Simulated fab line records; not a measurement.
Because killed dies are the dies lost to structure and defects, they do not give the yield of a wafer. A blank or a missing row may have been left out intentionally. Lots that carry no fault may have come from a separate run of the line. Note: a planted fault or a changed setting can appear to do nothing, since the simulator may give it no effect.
Split-lot experiment | flow n5 finfet | 21 wafers read from 7 lots, route of 1938 steps

## SPLIT DETAILS
At N5_BEOL_M0_ETCH_128 (etches SiCN in CF4/N2, target depth 12 nm, overetch 5.1 nm, time 21.4 s), the setting source w was moved away from the recipe's 430 W on 8 of the 21 wafers read, by -6.9% to +16.0%. The other wafers ran this setting at the recipe's value.

The reading comes from the split's own step.

## THE READING
rf vpp V, in V, at N5_BEOL_M0_ETCH_128 (etches SiCN in CF4/N2, target depth 12 nm, overetch 5.1 nm, time 21.4 s). On this fab line, fault-free wafers typically give 382.3 V with a standard deviation of 1.5 V.

wafer  | tool, chamber at the split | source w as run, W | against the recipe | rf vpp V, V | against lot-mates on the recipe
L074.2 | rie diel-02, 2             | 475.5              | +10.6%             | 370.5       | -11.6
L074.4 | rie diel-02, 1             | 475.5              | +10.6%             | 370.0       | -12.1
L074.6 | rie diel-02, 0             | 430                | recipe             | 382.1       | -
L084.3 | rie diel-04, 1             | 430                | recipe             | 382.3       | -
L084.4 | rie diel-04, 2             | 430                | recipe             | 383.2       | -
L084.5 | rie diel-04, 0             | 498.6              | +16.0%             | 364.9       | -17.9
L085.1 | rie diel-04, 1             | 430                | recipe             | 381.4       | -
L085.3 | rie diel-04, 2             | 402.1              | -6.5%              | 390.4       | +7.9
L085.4 | rie diel-04, 2             | 430                | recipe             | 383.5       | -
L086.2 | rie diel-01, 1             | 430                | recipe             | 382.3       | -
L086.5 | rie diel-01, 0             | 400.2              | -6.9%              | 390.4       | +7.6
L086.6 | rie diel-01, 3             | 430                | recipe             | 383.2       | -
L089.2 | rie diel-04, 2             | 463.4              | +7.8%              | 373.8       | -8.7
L089.5 | rie diel-04, 1             | 430                | recipe             | 382.5       | -
L089.6 | rie diel-04, 2             | 463.4              | +7.8%              | 372.3       | -10.2
L090.1 | rie diel-01, 3             | 430                | recipe             | 383.6       | -
L090.2 | rie diel-01, 1             | 406.4              | -5.5%              | 391.2       | +9.2
L090.6 | rie diel-01, 2             | 430                | recipe             | 380.3       | -
L093.1 | rie diel-01, 1             | 430                | recipe             | 383.1       | -
L093.2 | rie diel-01, 0             | 430                | recipe             | 380.1       | -
L093.5 | rie diel-01, 2             | 430                | recipe             | 380.5       | -

FIT RESULTS
A straight line over all 21 wafers: rf vpp V changes by -1.16 V for each +1% of source w; r = -0.99; the points scatter about the line by 1.2 V.
The same after taking each lot's own level away (the mean of its wafers on the recipe; 21 wafers): -1.17 V for each +1%; r = -0.99; scatter 1.1 V.
On that fit, the largest move of source w shifts the reading by 19 V.
The span of the lots' own levels, 381.23 to 382.75 V, comes to 1.0 times the standard deviation stated above.
The two slopes agree, so the slope changes little with the lot-to-lot level.
Check: for one of the wafers moved furthest among these (+16.0%), held out of the fit, the line's prediction against its lot-mates is -18.9 V. It came out at -17.9 V against them.
Tool readings at the split's step, against how far the setting was moved: rf vpp V r = -0.99.

## THESE WAFERS: OTHER SPLITS
Other splits were also applied to these wafers ahead of the reading. Each is held against what the fit with the lots' levels taken away leaves over:
other split on the same wafers            | wafers away from the commonest value | r with rf vpp V (lot level and that fit taken away)
N5_HKMG_FIN_ETCH_32 source w              | 7                                    | -0.06
N5_GATE_CUT_COAT_27 spin rpm              | 5                                    | -0.19
N5_MOL_CONTACT_COAG_ETCHBACK_135 time s   | 7                                    | +0.05
N5_MOL_CONTACT_COAG_VIA_ETCH_46 bias w    | 3                                    | -0.08
N5_BEOL_M0_SAQP_SPACER1_ALD_98 ald cycles | 6                                    | +0.18
N5_BEOL_M0_SAQP_COAT_105 spin rpm         | 7                                    | +0.01

## FILE'S OWN FIT
rf vpp V changes by -1.17 V for each +1% of source w, r = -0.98.
